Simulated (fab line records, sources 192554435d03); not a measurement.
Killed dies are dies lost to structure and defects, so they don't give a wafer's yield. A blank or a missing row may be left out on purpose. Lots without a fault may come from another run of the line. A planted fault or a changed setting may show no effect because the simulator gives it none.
fab line records | flow n5_finfet
record lots=7 wafers=21 last_day=18
route steps=1938 shown MOL_CONTACT_COAG@532 BEOL_M4@1111 PASSIVATION@1936
lots that met no fault: from a run of the same line without faults
start_h: hours from the record's first day to the start of the lot's first wafer shown | wait_h: hours since the lot's step before | " the same as in the row above | L1.1+2: a row that stands for several wafers | - no value, or no start given | * or withheld: withheld | < > ~ a bound
route shown NAME@n: a module of which the file shows steps, and the number in the route of the first | usual: mean/standard deviation of fault-free wafers | same: alike in all rows | chamber/n: place in a boat | sites: the reading at each site | _std_site: their standard deviation | _edge_site: outer sites' mean less inner sites' | radius_mm: how far each site lies from the wafer's centre | mask NAME#n: copy n | behind: the tool/chamber that last shaped the wafer | hold: why the lot was held/for how many hours/how that ended | device: the transistor (n, p or np) that didn't switch | end of line: the same wafers' tests at the end of the route | a step without rows: its recipe alone | killed: dies lost to structure and defects at the first sort, not the wafer's yield | map: a wafer's dies, x killed, . not, _ none there
set.NAME: the setting as run; set.NAME@STEP: as run at that earlier step | model.NAME: the simulator's own value behind a step, which no gauge read
steps of the route over a sample of lots; a table a step, a row a wafer
services: from which hour (start_h, from the record's first day; less than 0 if before it) a tool's chamber was out of use, for how many hours, and why
## steps
# step N5_MOL_CONTACT_COAG_ETCH_106
# recipe chemistry=N2/H2 target=SOC target_depth_a=800 overetch_a=160 mask_material=SiARC temp_c=40 time_s=120 ion_energy_ev=200 pressure_mtorr=30 source_w=840 bias_w=150 n2_flow_sccm=200 h2_flow_sccm=200
# usual bias_w=150.0/0.41 chamber_pressure_mTorr=30.002/0.028 drypump_motor_current_A=6.0/0.39 oes_product_au=0.71/0.088 rf_vpp_V=524.0/1.9 showerhead_plenum_p_Torr=2.54/0.063 throttle_valve_pct=17.9/0.3
# columns lot.wafer tool chamber start_h wait_h bias_w chamber_pressure_mTorr drypump_motor_current_A oes_product_au rf_hours_counter_h rf_vpp_V showerhead_plenum_p_Torr throttle_valve_pct
L504.1 rie_diel-03 2 120.25 0.0 151.1 29.994 5.5 0.64 204 526.2 2.63 18.4
L504.2 " 1 " " 150.1 29.994 6.5 0.61 248 522.6 2.51 18.4
L504.5 " 3 " " 150.2 29.965 6.3 0.75 - 525.8 2.57 17.7
L505.2 rie_diel-03 0 120.61 0.0 150.4 30.018 5.7 0.79 42 525.7 2.59 18.0
L505.3 " 1 " " 149.4 30.000 6.5 0.61 248 523.5 2.51 18.4
L505.4 " 3 " " 149.8 29.979 6.4 0.74 84 525.5 2.57 17.7
L514.1 rie_diel-04 3 177.58 0.0 150.2 29.995 6.3 0.61 250 519.3 2.39 18.2
L514.2 " 1 " " 149.4 30.006 6.0 0.63 189 522.1 2.54 17.9
L514.3 " 2 " " 149.7 30.001 5.3 0.89 1 522.5 2.49 17.3
L518.1 rie_diel-04 0 200.75 0.0 149.6 29.992 5.4 0.87 5 525.9 2.61 17.5
L518.2 " 2 " " 150.1 30.011 5.3 0.84 12 522.0 2.48 17.4
L518.5 " 2 " " 149.8 29.991 5.4 0.85 - 523.0 2.48 17.4
L519.2 rie_diel-04 1 207.27 0.0 149.7 30.007 6.1 0.62 202 523.2 2.53 17.9
L519.3 " 0 " " 149.6 30.012 5.4 0.85 8 524.9 2.61 17.5
L519.4 " 3 " " 150.5 30.008 6.4 0.86 2 529.1 2.71 17.8
L520.1 rie_diel-05 2 212.75 0.0 150.1 30.021 6.3 0.71 96 522.5 2.46 17.6
L520.3 " 1 " " 149.6 29.995 6.3 0.83 7 521.0 2.50 17.8
L520.5 " 2 " " 149.8 30.010 6.3 0.71 - 522.4 2.46 17.6
L521.1 rie_diel-05 0 221.59 0.0 149.5 29.994 6.1 0.73 89 522.1 2.47 17.7
L521.3 " 2 " " 149.9 30.002 6.3 0.70 99 522.2 2.46 17.6
L521.5 " 0 " " 149.2 29.998 6.1 0.73 - 521.9 2.47 17.7
# step N5_MOL_CONTACT_COAG_ETCH_110
# recipe chemistry=CF4/O2 target=Si target_depth_a=25 time_s=8 pressure_mtorr=100 source_w=200 bias_w=12 ion_energy_ev=60 Ar_flow_sccm=100 cf4_flow_sccm=100 O2_flow_sccm=10
# usual bias_w=12.00/0.033 chamber_pressure_mTorr=99.99/0.093 drypump_motor_current_A=6.0/0.39 mfc_ar_sccm=100.0/0.3 oes_product_au=0.79/0.1 rf_vpp_V=127.8/1.8 showerhead_plenum_p_Torr=2.22/0.051 throttle_valve_pct=10.8/0.35
# columns lot.wafer tool chamber start_h wait_h bias_w chamber_pressure_mTorr drypump_motor_current_A mfc_ar_sccm oes_product_au rf_hours_counter_h rf_vpp_V showerhead_plenum_p_Torr throttle_valve_pct
L504.1 rie_diel-03 2 120.44 0.0 11.99 99.97 5.5 100.5 0.70 204 130.2 2.29 11.3
L504.2 " 1 " " 11.96 99.95 6.5 100.1 0.66 248 127.9 2.19 11.4
L504.5 " 3 " " 12.03 100.01 6.3 100.2 0.83 - 129.9 2.25 10.6
L505.2 rie_diel-03 0 120.81 0.0 12.00 99.92 5.7 99.8 0.88 42 126.0 2.26 10.7
L505.3 " 1 " " 11.98 99.94 6.5 99.8 0.66 248 126.6 2.19 11.4
L505.4 " 3 " " 12.06 99.95 6.3 99.8 0.83 84 129.2 2.25 10.6
L514.1 rie_diel-04 3 177.78 0.0 12.00 99.91 6.3 100.3 0.67 250 126.6 2.11 11.3
L514.2 " 1 " " 12.02 100.02 6.0 100.3 0.70 189 126.7 2.21 10.9
L514.3 " 2 " " 12.03 100.03 5.4 100.0 0.98 2 126.5 2.19 10.3
L518.1 rie_diel-04 0 200.95 0.0 11.99 100.00 5.4 99.4 0.99 5 128.7 2.27 10.3
L518.2 " 2 " " 12.03 100.01 5.3 99.9 0.95 12 124.4 2.19 10.3
L518.5 " 2 " " 12.04 100.09 5.3 100.5 0.94 - 125.1 2.19 10.3
L519.2 rie_diel-04 1 207.46 0.0 12.03 99.98 6.0 100.0 0.70 202 127.3 2.21 10.9
L519.3 " 0 " " 11.98 99.96 5.4 99.5 0.98 8 129.4 2.27 10.3
L519.4 " 3 " " 12.05 99.97 6.3 99.9 0.97 2 127.5 2.36 10.6
L520.1 rie_diel-05 2 212.94 0.0 11.99 99.94 6.3 100.4 0.79 96 125.4 2.16 10.5
L520.3 " 1 " " 12.00 100.16 6.2 100.5 0.91 7 128.6 2.18 10.5
L520.5 " 2 " " 12.01 100.14 6.3 100.0 0.79 - 125.6 2.16 10.5
L521.1 rie_diel-05 0 221.79 0.0 12.04 100.13 6.1 100.2 0.81 89 128.1 2.16 10.5
L521.3 " 2 " " 11.98 99.84 6.3 99.8 0.79 99 124.4 2.16 10.6
L521.5 " 0 " " 12.01 99.93 6.1 100.1 0.80 - 127.6 2.16 10.5
# step N5_MOL_CONTACT_COAG_CD_MEAS_99
# recipe target_cd_nm=17.2 polarity=opening
# usual cd_nm=17.2/0.31
# columns lot.wafer tool chamber start_h wait_h cd_nm
L504.1 cd_sem-01 - 120.56 - 17.3
L504.2 " - " " 16.9
L504.5 " - " " 17.8
L505.2 cd_sem-01 - 120.93 - 17.6
L505.3 " - " " 16.6
L505.4 " - " " 16.9
L514.1 cd_sem-03 - 177.90 - 17.6
L514.2 " - " " 17.1
L514.3 " - " " 16.8
L518.1 cd_sem-02 - 201.07 - 17.0
L518.2 " - " " 16.7
L518.5 " - " " 17.2
L519.2 cd_sem-02 - 207.58 - 17.0
L519.3 " - " " 17.4
L519.4 " - " " 16.9
L520.1 cd_sem-02 - 213.06 - 17.4
L520.3 " - " " 17.4
L520.5 " - " " 17.5
L521.1 cd_sem-03 - 221.91 - 17.4
L521.3 " - " " 17.4
L521.5 " - " " 17.2
# step N5_MOL_CONTACT_COAG_ALD_123
# recipe material=SiNx target_thk_a=50 temp_c=400 ald_precursor_family=SiH2I2 ald_co_reactant=N2/H2-plasma pulse_time_s=1 purge_time_s=2 co_reactant_purge_time_s=2 ald_cycles=100 pressure_torr=2
# usual ald_cycles=100/0 chamber_pressure_Torr=2.000/0.004 heater_power_w=857/86 precursor_pulse_height_rel=0.998/0.018
# columns lot.wafer tool chamber start_h wait_h ald_cycles chamber_pressure_Torr heater_power_w precursor_pulse_height_rel
L505.2 ald_sin-04 0 129.74 0.0 - - - -
L505.3 " 3 " " - - - -
L505.4 " 1 " " - - - -
L504.1 ald_sin-04 1 131.19 0.2 - - - -
L504.2 " 2 " " - - - -
L504.5 " 1 " " - - - -
L514.1 ald_sin-02 2 186.04 0.5 100 2.004 861 1.017
L514.2 " 3 " " 100 2.000 962 1.022
L514.3 " 1 " " 100 2.000 789 1.022
L518.1 ald_sin-04 3 208.16 0.0 100 1.999 683 1.009
L518.2 " 0 " " 100 2.000 820 0.984
L518.5 " 3 " " 100 1.999 682 0.996
L519.2 ald_sin-04 0 215.85 0.5 100 2.002 846 0.988
L519.3 " 1 " " 100 2.004 928 0.999
L519.4 " 2 " " 100 2.000 882 1.033
L520.1 ald_sin-04 2 220.11 0.4 100 1.996 871 1.023
L520.3 " 3 " " 100 2.005 695 0.973
L520.5 " 3 " " 100 2.000 694 1.004
L521.1 ald_sin-04 0 230.66 0.0 100 2.000 835 1.012
L521.3 " 3 " " 100 2.002 682 1.014
L521.5 " 1 " " 100 1.992 934 1.008
# step N5_MOL_CONTACT_COAG_ETCH_47
# recipe chemistry=CH3F/O2 target=SiNx target_depth_a=270 mask_material=SiO2 stop_on=W over_etch_frac=0.2 ion_energy_ev=120 endpoint=OES-CN pressure_mtorr=30 source_w=395 bias_w=73 Ar_flow_sccm=150 CH3F_flow_sccm=30 O2_flow_sccm=20 ends=end_point
# usual bias_w=73.02/0.23 chamber_pressure_mTorr=29.999/0.029 drypump_motor_current_A=5.9/0.4 etch_rf_on_time_s=31.3/0.52 mfc_ar_sccm=150.0/0.46 oes_product_au=0.70/0.092 rf_vpp_V=298/3.8 showerhead_plenum_p_Torr=2.00/0.053 throttle_valve_pct=16.41/0.28
# same over_etch_frac=0.2
# columns lot.wafer tool chamber start_h wait_h bias_w chamber_pressure_mTorr drypump_motor_current_A etch_rf_on_time_s mfc_ar_sccm oes_product_au rf_hours_counter_h rf_vpp_V showerhead_plenum_p_Torr throttle_valve_pct
L505.2 rie_diel-03 3 131.41 0.0 72.85 29.970 6.3 35.5 150.1 0.74 89 301 2.02 16.19
L505.3 " 2 " " 72.93 30.013 5.5 37.4 149.9 0.63 209 304 2.06 16.86
L505.4 " 2 " " 72.83 29.962 5.5 38.9 150.9 0.62 - 303 2.06 16.87
L504.1 rie_diel-03 3 133.15 0.0 72.84 29.984 6.4 31.2 149.4 0.73 89 300 2.02 16.20
L504.2 " 2 " " 73.09 29.981 5.5 31.8 150.6 0.62 210 302 2.06 16.85
L504.5 " 0 " " 73.31 30.025 5.7 35.9 150.6 0.78 - 295 2.03 16.46
L514.1 rie_diel-03 0 188.53 0.0 72.85 30.008 5.7 31.1 150.1 0.76 69 294 2.02 16.49
L514.2 " 2 " " 73.05 29.981 5.5 32.3 150.5 0.61 231 303 2.05 16.88
L514.3 " 3 " " 73.22 30.046 6.4 31.3 150.0 0.72 110 300 2.02 16.22
L518.1 rie_diel-04 0 210.44 0.0 72.82 30.005 5.4 30.4 149.8 0.86 9 301 2.05 16.01
L518.2 " 2 " " 72.88 30.022 5.3 31.0 149.9 0.83 16 293 1.96 15.97
L518.5 " 0 " " 72.83 29.984 5.4 30.3 150.1 0.86 - 303 2.05 16.01
L519.2 rie_diel-04 3 217.64 0.0 73.07 30.011 6.4 30.9 149.6 0.85 5 298 2.14 16.34
L519.3 " 0 " " 73.27 30.033 5.4 30.5 150.6 0.86 11 300 2.05 15.99
L519.4 " 1 " " 73.24 30.007 6.0 31.0 149.4 0.62 205 296 1.98 16.39
L520.1 rie_diel-04 2 222.06 0.0 73.23 29.923 5.3 31.1 150.1 0.82 19 291 1.96 15.98
L520.3 " 0 " " 73.55 30.054 5.4 30.6 149.8 0.85 12 303 2.05 16.00
L520.5 " 2 " " 73.02 29.994 5.3 31.1 150.5 0.82 - 291 1.96 15.97
L521.1 rie_diel-05 3 232.50 0.0 72.97 30.002 6.2 31.8 150.0 0.62 227 302 2.06 16.77
L521.3 " 2 " " 73.24 30.004 6.3 31.0 149.8 0.70 102 292 1.94 16.14
L521.5 " 2 " " 73.33 29.991 6.3 31.2 149.5 0.70 - 292 1.94 16.15
# step N5_MOL_CONTACT_COAG_ETCH_124
# recipe chemistry=CH3F/O2 target=SiNx target_depth_a=65 mask_material=SOC stop_on=SiOC over_etch_frac=0.3 ion_energy_ev=120 pressure_mtorr=30 source_w=395 bias_w=73 Ar_flow_sccm=150 CH3F_flow_sccm=30 O2_flow_sccm=20 ends=end_point
# usual bias_w=73.04/0.2 chamber_pressure_mTorr=30.001/0.027 drypump_motor_current_A=6.0/0.38 mfc_ar_sccm=149.9/0.47 oes_product_au=0.67/0.075 rf_vpp_V=298/3.9 showerhead_plenum_p_Torr=2.00/0.052 throttle_valve_pct=16.39/0.29
# same over_etch_frac=0.3
# columns lot.wafer tool chamber start_h wait_h bias_w chamber_pressure_mTorr drypump_motor_current_A mfc_ar_sccm oes_product_au rf_hours_counter_h rf_vpp_V showerhead_plenum_p_Torr throttle_valve_pct
L505.2 rie_diel-05 3 132.83 0.0 73.22 30.007 6.2 149.1 0.28 193 302 2.07 16.68
L505.3 " 0 " " 72.99 30.047 6.1 149.5 0.32 56 300 1.95 15.97
L505.4 " 1 " " 72.94 29.937 6.3 151.0 0.27 235 300 1.97 16.70
L504.1 rie_diel-04 1 134.75 0.0 72.92 30.036 6.0 150.0 0.27 169 295 1.99 16.28
L504.2 " 2 " " 73.00 29.970 5.3 150.2 0.25 249 294 1.97 16.37
L504.5 " 1 " " 73.10 30.020 6.0 150.5 0.27 - 295 1.99 16.28
L514.1 rie_diel-03 3 189.90 0.0 72.86 29.941 6.3 150.1 0.68 111 300 2.01 16.20
L514.2 " 1 " " 73.06 29.989 6.5 150.3 0.79 13 300 1.96 16.40
L514.3 " 2 " " 72.84 29.992 5.5 149.7 0.59 231 303 2.05 16.88
L518.1 rie_diel-05 0 211.74 0.0 72.94 30.014 6.0 148.9 0.70 86 299 1.94 16.05
L518.2 " 1 " " 72.96 30.048 6.2 149.7 0.78 7 300 1.97 16.27
L518.5 " 2 " " 72.78 30.027 6.3 149.5 0.67 - 292 1.94 16.09
L519.2 rie_diel-04 2 219.80 0.0 73.01 30.005 5.3 148.6 0.78 19 291 1.96 15.97
L519.3 " 1 " " 73.09 29.972 6.1 149.5 0.58 206 295 1.98 16.36
L519.4 " 3 " " 73.26 29.993 6.3 150.8 0.81 6 298 2.14 16.32
L520.1 rie_diel-03 3 223.23 0.0 73.33 30.000 6.3 150.0 0.67 124 299 2.01 16.23
L520.3 " 2 " " 73.19 29.985 5.5 149.0 0.58 244 304 2.05 16.89
L520.5 " 3 " " 73.05 29.982 6.3 149.8 0.67 - 299 2.01 16.22
L521.1 rie_diel-04 2 233.92 0.0 73.32 29.951 5.4 150.1 0.77 23 291 1.96 15.95
L521.3 " 1 " " 72.97 30.007 6.0 150.3 0.59 211 295 1.98 16.39
L521.5 " 1 " " 73.20 29.967 6.0 150.1 0.58 - 295 1.98 16.39
# step N5_BEOL_M4_RC_MEAS_101
# usual DIBL_N=36.5/1.4 DIBL_P=36.9/1.7 IOFF_N=0.163/0.023 IOFF_P=0.22/0.032 ION_N=673/9 ION_P=462/7.5 SS_N=71.6/0.54 SS_P=73.4/0.62 VT_N=249.8/2.8 VT_P=-250/3.5
# columns lot.wafer tool chamber start_h wait_h DIBL_N[mV/V] DIBL_P[mV/V] IOFF_N[nA/um] IOFF_P[nA/um] ION_N[uA/um] ION_P[uA/um] SS_N[mV/dec] SS_P[mV/dec] VT_N[mV] VT_P[mV]
L505.2 prober-01 0 197.64 0.2 35.7 35.3 0.135 0.19 663 459 71.3 73.8 253.6 -253
L505.3 " 0 " " 37.9 38.6 0.182 0.24 680 464 71.5 74.6 247.2 -248
L505.4 " 0 " " 37.6 37.6 0.172 0.22 689 470 71.0 74.1 249.3 -251
L504.1 prober-02 0 210.53 0.0 37.1 37.7 0.158 0.21 673 458 71.7 73.4 250.3 -253
L504.2 " 0 " " 38.0 39.2 0.177 0.23 682 465 71.6 73.7 247.7 -250
L504.5 " 0 " " 38.9 40.3 0.197 0.26 686 460 72.0 74.4 247.2 -249
L514.1 prober-01 0 250.54 0.0 37.3 38.5 0.196 0.24 682 462 71.8 74.2 245.1 -249
L514.2 " 0 " " 38.3 39.0 0.204 0.25 694 464 71.9 74.2 244.8 -248
L514.3 " 0 " " 36.1 36.6 0.161 0.22 687 469 70.9 74.0 248.7 -249
L518.1 prober-01 0 277.93 0.0 33.6 35.0 0.123 0.19 658 461 70.9 72.6 255.1 -251
L518.2 " 0 " " 35.3 36.8 0.146 0.21 678 464 71.4 73.4 253.1 -252
L518.5 " 0 " " 33.0 34.3 0.114 0.18 657 461 71.1 73.1 255.0 -256
L519.2 prober-02 0 282.28 0.2 37.8 39.6 0.191 0.22 679 457 71.9 74.2 247.5 -252
L519.3 " 0 " " 35.1 36.1 0.142 0.17 671 448 71.0 73.7 251.1 -258
L519.4 " 0 " " 34.4 35.9 0.128 0.17 656 454 70.8 73.8 255.7 -254
L520.1 prober-01 0 307.65 0.0 32.4 32.4 0.116 0.17 662 457 70.1 72.2 252.3 -253
L520.3 " 0 " " 33.6 34.1 0.125 0.18 672 472 70.4 72.7 252.2 -251
L520.5 " 0 " " 33.5 33.6 0.126 0.17 670 458 70.2 72.0 247.5 -254
L521.1 prober-02 0 309.87 0.0 37.4 36.8 0.154 0.21 669 464 71.8 73.0 251.2 -249
L521.3 " 0 " " 35.0 33.4 0.117 0.16 668 456 71.4 72.8 254.7 -253
L521.5 " 0 " " 37.4 36.2 0.156 0.20 664 455 71.9 73.4 252.8 -249
# step N5_PASSIVATION_PROBE_49
# usual defect_limited_yield=91.2/1.4 killed_at_M0_to_M3=35/11 killed_at_M4_up=12/4.2 killed_at_contacts=13/5.6 killed_at_front_end=40/12 killed_at_other=3.3/2.6 killed_dies=103/17 killed_on_rim=14/4.5 killed_open=68/12 killed_short=34/7.6 sort_bin_5_function=5.1/0.95 sort_bin_6_memory=3.3/0.68 sort_n_pass=1077/17 sort_yield_pct=91.2/1.4
# same gross_dies=1180 killed_at_back_side=0 sort_bin_4_leakage[%]=0 sort_bin_8_speed[%]=0
# columns lot.wafer tool chamber start_h wait_h defect_limited_yield[%] killed_at_M0_to_M3 killed_at_M4_up killed_at_contacts killed_at_front_end killed_at_other killed_dies killed_on_rim killed_open killed_short sort_bin_5_function[%] sort_bin_6_memory[%] sort_n_pass sort_yield_pct[%]
L505.2 prober-01 - 309.96 0.1 59.2 25 10 400 43 3 481 20 65 29 37.6 2.9 699 59.2
L505.3 prober-01 - 310.01 0.1 60.8 26 15 352 69 1 463 28 67 52 34.9 4.2 717 60.8
L505.4 prober-01 - 310.06 0.2 60.4 37 10 389 29 2 467 121 55 33 36.0 3.1 713 60.4
L504.1 prober-02 - 318.73 0.0 59.3 27 10 398 41 4 480 120 62 25 37.5 2.9 700 59.3
L504.2 prober-02 - 318.78 0.1 63.1 22 12 370 25 6 435 20 49 23 34.5 2.4 745 63.1
L504.5 prober-02 - 318.93 0.2 57.6 45 11 407 30 7 500 128 84 39 38.2 4.1 680 57.6
L521.1 prober-01 - 428.32 0.0 91.4 23 24 8 39 8 102 20 64 36 5.3 3.0 1078 91.4
L521.3 prober-01 - 428.42 0.1 89.5 42 17 12 45 8 124 10 74 49 5.9 4.2 1056 89.5
L521.5 prober-01 - 428.52 0.2 88.3 49 14 19 55 1 138 23 90 45 6.0 5.3 1042 88.3
# killed by level:class
L505.2 MOL_CONTACT_COAG:area_ald=384 MOL_CONTACT_COAG:geometric_particle:open=13 FIN_SAQP:geometric_particle:open=10 BEOL_M3:geometric_particle:open=10 FIN_SAQP:geometric_particle:short=6 STI_FIN_REVEAL:geometric_particle:open=6 BEOL_M2:geometric_particle:open=5 GATE_CUT:geometric_particle:short=4
L505.3 MOL_CONTACT_COAG:area_ald=344 FIN_SAQP:geometric_particle:short=20 FIN_SAQP:geometric_particle:open=16 BEOL_M0_SAQP:geometric_particle:open=10 STARTING-WAFER:geometric_particle:short=8 BEOL_M0_SAQP:geometric_particle:short=7 STARTING-WAFER:geometric_particle:open=7 MOL_CONTACT_COAG:geometric_particle:open=6
L505.4 MOL_CONTACT_COAG:area_ald=379 MOL_CONTACT_COAG:geometric_particle:open=10 BEOL_M0_SAQP:geometric_particle:short=9 BEOL_M4:geometric_particle:open=9 FIN_SAQP:geometric_particle:short=7 BEOL_M2:geometric_particle:open=6 BEOL_M3:geometric_particle:open=6 DUMMY_GATE:geometric_particle:open=5
L504.1 MOL_CONTACT_COAG:area_ald=391 DUMMY_GATE:geometric_particle:open=14 BEOL_M0_SAQP:geometric_particle:short=9 BEOL_M0_SAQP:geometric_particle:open=8 MOL_CONTACT_COAG:geometric_particle:open=7 BEOL_M1:geometric_particle:open=6 STI_FIN_REVEAL:geometric_particle:open=5 DUMMY_GATE:geometric_particle:short=5
L504.2 MOL_CONTACT_COAG:area_ald=361 MOL_CONTACT_COAG:geometric_particle:open=9 BEOL_M0_SAQP:geometric_particle:open=9 FIN_SAQP:geometric_particle:short=6 FIN_SAQP:geometric_particle:open=5 STI_FIN_REVEAL:geometric_particle:open=4 BEOL_M0:geometric_particle:short=4 STARTING-WAFER:geometric_particle:open=4
L504.5 MOL_CONTACT_COAG:area_ald=375 MOL_CONTACT_COAG:geometric_particle:open=23 BEOL_M0_SAQP:geometric_particle:open=14 BEOL_M1:geometric_particle:open=10 FIN_SAQP:geometric_particle:short=9 MOL_CONTACT_COAG:geometric_particle:short=9 FIN_SAQP:geometric_particle:open=7 BEOL_M0_SAQP:geometric_particle:short=6
L521.1 FIN_SAQP:geometric_particle:open=10 BEOL_M4:geometric_particle:short=9 BEOL_M3:geometric_particle:open=7 GATE_CUT:geometric_particle:short=6 MOL_CONTACT_COAG:geometric_particle:open=6 DUMMY_GATE:geometric_particle:open=5 FIN_SAQP:geometric_particle:short=4 STI_FIN_REVEAL:geometric_particle:open=4
L521.3 BEOL_M0_SAQP:geometric_particle:open=15 BEOL_M0_SAQP:geometric_particle:short=12 STI_FIN_REVEAL:geometric_particle:open=10 FIN_SAQP:geometric_particle:short=9 MOL_CONTACT_COAG:geometric_particle:open=9 GATE_CUT:geometric_particle:short=7 BEOL_M4:geometric_particle:short=6 FIN_SAQP:geometric_particle:open=5
L521.5 MOL_CONTACT_COAG:geometric_particle:open=16 STI_FIN_REVEAL:geometric_particle:open=13 FIN_SAQP:geometric_particle:open=10 BEOL_M2:geometric_particle:open=10 BEOL_M1:geometric_particle:open=9 BEOL_M0_SAQP:geometric_particle:open=8 FIN_SAQP:geometric_particle:short=7 GATE_CUT:geometric_particle:short=7
## services
# columns tool chamber start_h hours kind
ald_sin-04 - 103.29 4.3 pm
rie_diel-03 1 123.06 - clean
rie_diel-03 1 123.06 - consumable_replace:focus_ring
ald_sin-04 2 133.92 6.5 repair
ald_sin-04 - 148.08 6.1 pm
rie_diel-04 2 149.43 - clean
rie_diel-04 2 149.43 - consumable_replace:focus_ring
rie_diel-04 2 149.43 24.1 scheduled_down
rie_diel-04 2 149.43 24.1 vent_cycle
rie_diel-04 0 154.52 2.4 repair
rie_diel-04 0 161.59 5.3 repair
rie_diel-03 1 165.50 5.0 repair
ald_sin-04 1 167.78 6.5 repair
rie_diel-04 0 173.53 - clean
rie_diel-04 0 173.53 - consumable_replace:focus_ring
rie_diel-04 0 173.53 14.9 scheduled_down
rie_diel-04 0 173.53 14.9 vent_cycle
rie_diel-04 3 188.51 - clean
rie_diel-04 3 188.51 - consumable_replace:focus_ring
rie_diel-04 3 188.51 - consumable_replace:showerhead
rie_diel-04 3 188.51 14.8 scheduled_down
rie_diel-04 3 188.51 14.8 vent_cycle
rie_diel-05 3 202.56 13.1 repair
ald_sin-02 2 226.08 7.9 repair
## key
first_sign step=N5_MOL_CONTACT_COAG_ALD_123 reading=tool_record direction=missing
effect step=N5_MOL_CONTACT_COAG_ETCH_47 reading=etch_rf_on_time_s direction=up sigmas=7.4 usual=* struck=* wafers_moved=4
effect step=N5_MOL_CONTACT_COAG_ETCH_124 reading=oes_product_au direction=down sigmas=5.2 usual=0.67 struck=0.28
effect step=N5_PASSIVATION_PROBE_49 reading=killed_at_contacts direction=up sigmas=67 usual=13 struck=386
more_kills_born_at N5_MOL_CONTACT_COAG_ALD_123@ald_sin-04=2234
met_at N5_MOL_CONTACT_COAG_ALD_123
struck_lots L504,L505
not_acting_at N5_MOL_CONTACT_COAG_ETCH_106,N5_MOL_CONTACT_COAG_ETCH_110,N5_MOL_CONTACT_COAG_CD_MEAS_99
fault kind=skipped_step_whole tool=ald_sin-04 chamber=- onset_h=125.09 steps=N5_MOL_CONTACT_COAG_ALD_123 scope=struck_lots_only
